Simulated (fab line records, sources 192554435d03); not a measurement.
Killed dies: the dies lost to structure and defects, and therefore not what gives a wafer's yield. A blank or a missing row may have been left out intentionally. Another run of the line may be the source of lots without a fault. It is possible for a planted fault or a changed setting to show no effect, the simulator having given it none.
A lot that was struck, set against a sound lot | flow n5_finfet | 14 steps out of a route of 1938
Sound: the wafers L835.2, L835.4, L835.6. Struck: wafer L837.6 (L837.2, L837.5, from the same lot, were not struck and are left out); the cause is given at the end.
Each step with rows lists, per side, the tool, then ch with its chambers, then its first start. Under that, the readings that differ: sound wafers | struck wafers | difference of the means | sigmas: that difference in standard deviations of wafers without a fault.
alike: same words and numbers on both sides, and readings whose means sit less than 2 such deviations apart. not compared: any withheld reading, any reading some wafer has no value for, any bound like >300 that may hide the same value, and any number with overlapping values for which the record gives no deviation.
A row with sigmas, a row that says differs or no value, or rows on one side alone: a step with any of these is where the two part. Numbers that don't overlap but have no deviation are shown without sigmas and don't part them. A reading that every wafer of one side lacks parts them only if that side has two wafers or more.

first, 1 step without rows for these wafers: N5_BEOL_M11_DEVELOP_27 (develop time 30 s).
N5_BEOL_M11_CD_MEAS_28: target cd 70 nm.
  sound on cd_sem-01 ch 0, day 13 03:45; struck on cd_sem-02 ch 0, day 14 21:18
  alike: cd_nm
N5_BEOL_M11_OVL_MEAS_29:
  sound on overlay-01 ch 0, day 13 03:47; struck on overlay-02 ch 0, day 14 21:20
  alike: V10_OVL
N5_BEOL_M11_INSPECT_30: inspects for defects (brightfield).
  sound on defect_inspect-02 at day 13 03:49; struck on defect_inspect-02 at day 14 21:21
  alike: raw_defect_count
N5_BEOL_M11_DESCUM_33: chemistry O2, time 7.9 s.
  sound on rie_diel-01 ch 1,2,3, day 13 03:50; struck on rie_diel-04 ch 3, day 14 21:56
  alike: drypump_motor_current_A, oes_product_au, rf_vpp_V, showerhead_plenum_p_Torr, throttle_valve_pct
  not compared: rf_hours_counter_h
N5_BEOL_M11_ETCH_65: etches SiARC in CF4, target depth 39 nm, time 65 s.
  sound on rie_diel-01 ch 1,2,3, day 13 03:53; struck on rie_diel-04 ch 3, day 14 21:58
  alike: cf4_flow_sccm, drypump_motor_current_A, etch_rf_on_time_s, oes_product_au, rf_vpp_V, showerhead_plenum_p_Torr, throttle_valve_pct
  not compared: rf_hours_counter_h
then, 2 steps without rows for these wafers: N5_BEOL_M11_ETCH_66 (etches SOC in N2/H2, target depth 120 nm, overetch 24 nm, time 180 s); N5_BEOL_M11_STRIP_69 (strips in N2/H2).
N5_BEOL_M11_VIA_ETCH_34: etches SiCOH lowk in C4F6/O2, target depth 184.5 nm, time 69.2 s.
  sound on rie_diel-01 ch 1,2,3, day 13 04:03; struck on rie_diel-04 ch 3, day 14 22:09
  alike: drypump_motor_current_A, oes_o_777_au, oes_product_au, rf_vpp_V, showerhead_plenum_p_Torr, throttle_valve_pct
  not compared: rf_hours_counter_h
then, 1 step without rows for these wafers: N5_BEOL_M11_STRIP_73 (strips in C4F6/O2).
N5_BEOL_M11_STRIP_36: strips in N2/H2.
  sound on rie_diel-01 ch 1,2,3, day 13 04:07; struck on rie_diel-04 ch 3, day 14 22:13
  alike: drypump_motor_current_A, oes_product_au, rf_vpp_V, showerhead_plenum_p_Torr, throttle_valve_pct
  not compared: rf_hours_counter_h
N5_BEOL_M11_TRENCH_ETCH_37: etches SiCOH lowk in C4F6/O2, target depth 148.83 nm, time 48 s.
  sound: rie_diel-01 ch 1,2,3; struck: rie_diel-04 ch 3
  alike: drypump_motor_current_A, oes_o_777_au, oes_product_au, rf_vpp_V, showerhead_plenum_p_Torr, throttle_valve_pct
  not compared: rf_hours_counter_h
N5_BEOL_M11_ETCH_41: etches SiCN in CH3F/O2, target depth 42.6 nm, time 86 s.
  sound on rie_diel-01 ch 1,2,3, day 13 04:11; struck on rie_diel-04 ch 3, day 14 22:17
  reading                  | sound             | struck | difference | sigmas
  oes_product_au (a.u.)    | 0.69 0.90 0.83    | 0.56   | -0.25      | -3
  model.etch.depth_nm (nm) | 32.19 33.94 32.48 | 22.36  | -10.51     |
  alike: drypump_motor_current_A, rf_vpp_V, showerhead_plenum_p_Torr, throttle_valve_pct
  not compared: rf_hours_counter_h
then, 1 step without rows for these wafers: N5_BEOL_M11_STRIP_77 (strips in N2/H2, time 10 s).

## WHERE THEY PART
At N5_BEOL_M11_ETCH_41 and nowhere else, as far as this record goes.

WHY: whatever the simulator had introduced
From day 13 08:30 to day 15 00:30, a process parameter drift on rie_diel-04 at N5_BEOL_M11_ETCH_41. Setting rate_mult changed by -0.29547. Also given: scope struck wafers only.
